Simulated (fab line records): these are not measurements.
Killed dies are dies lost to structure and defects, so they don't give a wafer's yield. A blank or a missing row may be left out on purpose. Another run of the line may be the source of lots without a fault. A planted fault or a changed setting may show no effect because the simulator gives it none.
Which tool did it? | flow nand harc | 72 wafers from 24 lots sampled at 5 of the route's 1302 steps

WHAT THE GAUGES READ, wafer by wafer
NHARC_A_STAIRCASE_INSPECT_155. Usual: 414 for raw defect count, sd 140.
lot  | measured     | on                | raw defect count | flag
L074 | day 19 15:14 | defect inspect-02 | 346 511 287      |
L075 | day 19 22:07 | defect inspect-02 | 662 480 667      |
L076 | day 20 11:08 | defect inspect-01 | 553 516 503      |
L077 | day 20 13:50 | defect inspect-02 | 494 422 441      |
L079 | day 20 21:25 | defect inspect-02 | 620 501 476      |
L078 | day 20 21:11 | defect inspect-01 | 473 537 484      |
L080 | day 21 07:14 | defect inspect-01 | 336 372 426      |
L081 | day 22 15:35 | defect inspect-01 | 374 643 343      |
L082 | day 22 18:29 | defect inspect-02 | 222 233 275      |
L083 | day 22 18:59 | defect inspect-02 | 237 253 287      |
L084 | day 23 08:15 | defect inspect-02 | 412 291 376      |
L087 | day 23 21:01 | defect inspect-02 | 548 425 385      |
L086 | day 23 20:46 | defect inspect-01 | 380 675 489      |
L085 | day 23 20:56 | defect inspect-01 | 313 227 241      |
L089 | day 24 20:38 | defect inspect-01 | 335 277 423      |
L088 | day 25 04:04 | defect inspect-01 | 550 431 285      |
L091 | day 25 20:22 | defect inspect-01 | 526 473 277      |
L090 | day 26 03:26 | defect inspect-01 | 348 443 379      |
L092 | day 26 23:21 | defect inspect-01 | 942 467 459      |
L093 | day 27 01:41 | defect inspect-02 | 381 481 454      |
L095 | day 27 15:41 | defect inspect-01 | 224 269 206      |
L094 | day 27 15:29 | defect inspect-02 | 337 272 271      |
L096 | day 28 09:20 | defect inspect-01 | 458 490 406      |
L097 | day 28 09:05 | defect inspect-02 | 302 299 360      |

NHARC_A_SGD_CUT_OVL_MEAS_10. Usual: overlay x nm 0.0 nm, standard deviation 0.92; overlay y nm 0.3 nm, standard deviation 0.92.
lot  | measured     | on         | overlay x nm (nm) | overlay y nm (nm) | flag
L074 | day 19 16:07 | overlay-02 | 0.3 0.1 0.6       | -0.2 -0.1 -0.5    |
L075 | day 19 22:55 | overlay-01 | -1.5 -1.1 -1.3    | 0.1 1.0 0.6       |
L076 | day 20 12:01 | overlay-01 | 0.3 1.1 0.5       | 0.7 1.0 0.9       |
L077 | day 20 14:36 | overlay-02 | -1.5 -1.1 -1.5    | -0.7 -1.2 -1.2    |
L079 | day 20 22:19 | overlay-02 | -1.3 -0.8 -0.6    | 0.7 0.9 0.6       |
L078 | day 20 22:18 | overlay-01 | 0.8 1.0 0.9       | 0.9 1.5 1.0       |
L080 | day 21 07:59 | overlay-02 | 0.6 1.0 0.5       | -0.1 0.1 0.0      |
L081 | day 22 16:29 | overlay-02 | -0.7 -0.6 0.0     | -0.9 -1.5 -0.4    |
L082 | day 22 19:23 | overlay-01 | 1.1 1.4 1.0       | -0.5 -0.3 0.0     |
L083 | day 22 19:52 | overlay-02 | -0.4 -0.8 -1.7    | 0.8 0.6 0.8       |
L084 | day 23 09:01 | overlay-02 | 0.4 -0.3 0.0      | 0.5 0.1 0.2       |
L087 | day 23 21:58 | overlay-01 | 0.3 0.4 0.2       | -0.5 -0.7 -0.8    |
L086 | day 23 21:31 | overlay-01 | -0.2 -0.5 0.2     | -0.1 0.1 0.5      |
L085 | day 23 21:49 | overlay-01 | -0.2 -0.4 -0.2    | 1.4 1.8 1.5       |
L089 | day 24 21:31 | overlay-02 | 1.9 2.2 1.8       | 1.4 1.6 2.1       |
L088 | day 25 04:56 | overlay-02 | 1.0 0.6 0.8       | -0.2 -0.4 0.4     |
L091 | day 25 21:15 | overlay-01 | -0.8 -0.7 -0.8    | -1.6 -1.4 -1.1    |
L090 | day 26 04:19 | overlay-02 | 0.6 -0.1 0.3      | 0.6 0.7 0.1       |
L092 | day 27 00:14 | overlay-01 | 0.6 0.2 0.0       | 0.9 1.6 1.3       |
L093 | day 27 02:34 | overlay-02 | -0.4 -0.8 -0.2    | 0.4 -0.4 0.1      |
L095 | day 27 16:35 | overlay-01 | 0.5 1.1 0.8       | 1.6 2.0 2.2       |
L094 | day 27 16:25 | overlay-02 | -1.9 -1.6 -2.3    | 0.6 0.4 0.5       |
L096 | day 28 10:18 | overlay-02 | 0.2 -0.2 -0.8     | 1.3 1.3 1.7       |
L097 | day 28 09:58 | overlay-01 | 0.3 0.7 1.3       | -1.0 -1.0 -0.4    |

NHARC_A_SGD_CUT_INSPECT_11. Usual: 53 for raw defect count, sd 24.
lot  | measured     | on                | raw defect count | flag
L074 | day 19 16:09 | defect inspect-02 | 11 7 15          |
L075 | day 19 22:58 | defect inspect-02 | 126 128 119      |
L076 | day 20 12:03 | defect inspect-02 | 65 66 68         |
L077 | day 20 14:38 | defect inspect-02 | 77 76 71         |
L079 | day 20 22:22 | defect inspect-02 | 69 74 64         |
L078 | day 20 22:20 | defect inspect-01 | 60 62 78         |
L080 | day 21 08:02 | defect inspect-02 | 65 64 79         |
L081 | day 22 16:31 | defect inspect-01 | 55 61 51         |
L082 | day 22 19:25 | defect inspect-01 | 21 26 30         |
L083 | day 22 19:53 | defect inspect-02 | 30 24 31         |
L084 | day 23 09:04 | defect inspect-01 | 57 57 69         |
L087 | day 23 22:01 | defect inspect-02 | 68 64 53         |
L086 | day 23 21:34 | defect inspect-01 | 46 34 33         |
L085 | day 23 21:52 | defect inspect-01 | 28 29 28         |
L089 | day 24 21:34 | defect inspect-01 | 41 51 39         |
L088 | day 25 04:59 | defect inspect-02 | 41 67 62         |
L091 | day 25 21:17 | defect inspect-01 | 14 15 26         |
L090 | day 26 04:20 | defect inspect-02 | 86 87 78         |
L092 | day 27 00:16 | defect inspect-02 | 59 52 64         |
L093 | day 27 02:36 | defect inspect-02 | 58 64 55         |
L095 | day 27 16:37 | defect inspect-01 | 15 10 14         |
L094 | day 27 16:26 | defect inspect-01 | 69 73 65         |
L096 | day 28 10:20 | defect inspect-02 | 41 36 37         |
L097 | day 28 10:00 | defect inspect-01 | 49 66 57         |

WHAT TOOL EACH LOT RAN ON (gives the tool, then ch and the chambers of the sampled wafers, and finally the start)
lot  | NHARC_A_STAIRCASE_DEP_322       | NHARC_A_STAIRCASE_STRIP_475
L074 | pecvd-04 ch 0,2, day 18 10:55   | rie diel-02 ch 0,1, day 19 15:14 or earlier
L075 | pecvd-01 ch 0,2, day 18 19:49   | rie diel-03 ch 0,2, day 19 21:24
L076 | pecvd-04 ch 1,2, day 19 08:32   | rie diel-11 ch 0,1, day 20 11:08 or earlier
L077 | pecvd-01 ch 0,1,2, day 19 08:44 | rie diel-11 ch 0,2,3, day 20 13:50 or earlier
L079 | pecvd-03 ch 0,2, day 19 21:35   | rie diel-11 ch 2,3, day 20 21:25 or earlier
L078 | pecvd-01 ch 0,1,2, day 19 21:51 | rie diel-11 ch 0,1,3, day 20 21:11 or earlier
L080 | pecvd-04 ch 1,2, day 20 09:11   | rie diel-02 ch 0,2,3, day 21 07:14 or earlier
L081 | pecvd-04 ch 0,2, day 21 08:36   | rie diel-03 ch 2,3, day 22 15:35 or earlier
L082 | pecvd-04 ch 0,1,2, day 21 18:01 | rie diel-11 ch 1,2, day 22 18:29 or earlier
L083 | pecvd-03 ch 1,2, day 21 18:07   | rie diel-03 ch 0,2,3, day 22 18:16
L084 | pecvd-01 ch 0,1,2, day 22 10:09 | rie diel-02 ch 0,2, day 23 08:15 or earlier
L087 | pecvd-04 ch 0,1,2, day 22 21:26 | rie diel-03 ch 0,2, day 23 21:01 or earlier
L086 | pecvd-03 ch 0,2, day 22 21:33   | rie diel-02 ch 2,3, day 23 20:46 or earlier
L085 | pecvd-01 ch 0,1,2, day 22 21:38 | rie diel-11 ch 1,2,3, day 23 20:56 or earlier
L089 | pecvd-04 ch 0,2, day 23 22:13   | rie diel-03 ch 2,3, day 24 20:38 or earlier
L088 | pecvd-04 ch 0,1, day 24 02:53   | rie diel-03 ch 0,3, day 25 04:04 or earlier
L091 | pecvd-01 ch 0,1,2, day 24 16:53 | rie diel-02 ch 1,3, day 25 20:22 or earlier
L090 | pecvd-01 ch 1,2, day 25 01:37   | rie diel-02 ch 1,2, day 26 03:26 or earlier
L092 | pecvd-03 ch 0,1,2, day 25 17:13 | rie diel-03 ch 1,3, day 26 23:21 or earlier
L093 | pecvd-03 ch 0,1,2, day 26 00:07 | rie diel-02 ch 1,2,3, day 27 01:41 or earlier
L095 | pecvd-01 ch 0,2, day 26 16:06   | rie diel-11 ch 0,1,2, day 27 15:41 or earlier
L094 | pecvd-04 ch 0,1,2, day 26 16:23 | rie diel-11 ch 0,2,3, day 27 15:29 or earlier
L096 | pecvd-01 ch 0,1, day 27 11:00   | rie diel-02 ch 0,1,3, day 28 09:20 or earlier
L097 | pecvd-03 ch 0,1,2, day 27 11:02 | rie diel-03 ch 0,1,2, day 28 09:05 or earlier
- NHARC_A_STAIRCASE_DEP_322: deposits SiO2, target thk 7200 nm.
- NHARC_A_STAIRCASE_STRIP_475: strips in O2, time 20 s.

AS READ BY THE TOOLS THEMSELVES (means over the sampled wafers that have a number; for cases with no such wafer, the mark the record gives instead)
NHARC_A_STAIRCASE_DEP_322. Usual: 632 W for heater power w, sd 110.
lot  | tool     | heater power w (W) | flag
L074 | pecvd-04 | 610                |
L075 | pecvd-01 | 606                |
L076 | pecvd-04 | 550                |
L077 | pecvd-01 | 602                |
L079 | pecvd-03 | 690                |
L078 | pecvd-01 | 561                |
L080 | pecvd-04 | 568                |
L081 | pecvd-04 | 609                |
L082 | pecvd-04 | 573                |
L083 | pecvd-03 | 571                |
L084 | pecvd-01 | 641                |
L087 | pecvd-04 | 616                |
L086 | pecvd-03 | 636                |
L085 | pecvd-01 | 601                |
L089 | pecvd-04 | 595                |
L088 | pecvd-04 | 593                |
L091 | pecvd-01 | 632                |
L090 | pecvd-01 | 594                |
L092 | pecvd-03 | 625                |
L093 | pecvd-03 | 704                |
L095 | pecvd-01 | 694                |
L094 | pecvd-04 | 576                |
L096 | pecvd-01 | 662                |
L097 | pecvd-03 | 606                |

NHARC_A_STAIRCASE_STRIP_475. Usual: drypump motor current A 6.0 A, standard deviation 0.38; oes product au 0.997 a.u., standard deviation 0.0084; rf vpp V 57.8 V, standard deviation 0.89; showerhead plenum p Torr 3.52 Torr, standard deviation 0.16; throttle valve pct 17.038 %, standard deviation 0.0095.
lot  | tool        | drypump motor current A (A) | oes product au (a.u.) | rf vpp V (V) | showerhead plenum p Torr (Torr) | throttle valve pct (%) | flag
L074 | rie diel-02 | 5.7                         | 1.004                 | 58.0         | 3.57                            | 17.045                 |
L075 | rie diel-03 | 6.6                         | 0.993                 | 57.7         | 3.64                            | 17.037                 |
L076 | rie diel-11 | 5.6                         | 0.998                 | 57.2         | 3.50                            | 17.036                 |
L077 | rie diel-11 | 6.0                         | 0.995                 | 57.1         | 3.53                            | 17.024                 |
L079 | rie diel-11 | 6.0                         | 0.998                 | 57.8         | 3.45                            | 17.030                 |
L078 | rie diel-11 | 6.0                         | 0.992                 | 57.4         | 3.60                            | 17.031                 |
L080 | rie diel-02 | 5.7                         | 0.993                 | 58.4         | 3.56                            | 17.045                 |
L081 | rie diel-03 | 6.4                         | 0.991                 | 57.8         | 3.55                            | 17.038                 |
L082 | rie diel-11 | 5.6                         | 1.003                 | 56.9         | 3.41                            | 17.038                 |
L083 | rie diel-03 | 6.5                         | 0.995                 | 57.7         | 3.52                            | 17.034                 |
L084 | rie diel-02 | 5.6                         | 0.993                 | 58.3         | 3.44                            | 17.032                 |
L087 | rie diel-03 | 6.5                         | 0.998                 | 58.0         | 3.49                            | 17.041                 |
L086 | rie diel-02 | 5.7                         | 0.989                 | 58.2         | 3.63                            | 17.044                 |
L085 | rie diel-11 | 5.9                         | 0.999                 | 58.0         | 3.50                            | 17.042                 |
L089 | rie diel-03 | 6.4                         | 0.988                 | 56.8         | 3.54                            | 17.038                 |
L088 | rie diel-03 | 6.4                         | 1.001                 | 57.7         | 3.38                            | 17.041                 |
L091 | rie diel-02 | 5.8                         | 0.997                 | 59.1         | 3.71                            | 17.039                 |
L090 | rie diel-02 | 5.7                         | 1.006                 | 57.3         | 3.56                            | 17.034                 |
L092 | rie diel-03 | 6.2                         | 0.995                 | 57.8         | 3.35                            | 17.037                 |
L093 | rie diel-02 | 5.7                         | 0.992                 | 58.2         | 3.59                            | 17.032                 |
L095 | rie diel-11 | 5.7                         | 1.003                 | 57.7         | 3.59                            | 17.039                 |
L094 | rie diel-11 | 6.0                         | 1.004                 | 59.0         | 3.68                            | 17.034                 |
L096 | rie diel-02 | 5.7                         | 0.998                 | 57.9         | 3.61                            | 17.040                 |
L097 | rie diel-03 | 6.3                         | 0.990                 | 57.6         | 3.46                            | 17.039                 |

THE ANSWER, worked out from the rows above alone
Rule: a lot is off if the mean of its wafers that have a number lies more than 3 standard deviations from the usual mean. A lot without any number at a reading at which 4 lots or more have one is off too. Any other lot the step has rows for is counted as sound. Order of review: gauges by route order, followed by the tools' own readings, for which a lot's mean as printed above is used. At the first step where some lot is off, the reading lying furthest off is the one used; lots without a number count as furthest.
No lot is off at any reading shown: from this, nothing can be told.

WHAT HAD BEEN PUT IN BY THE SIMULATOR
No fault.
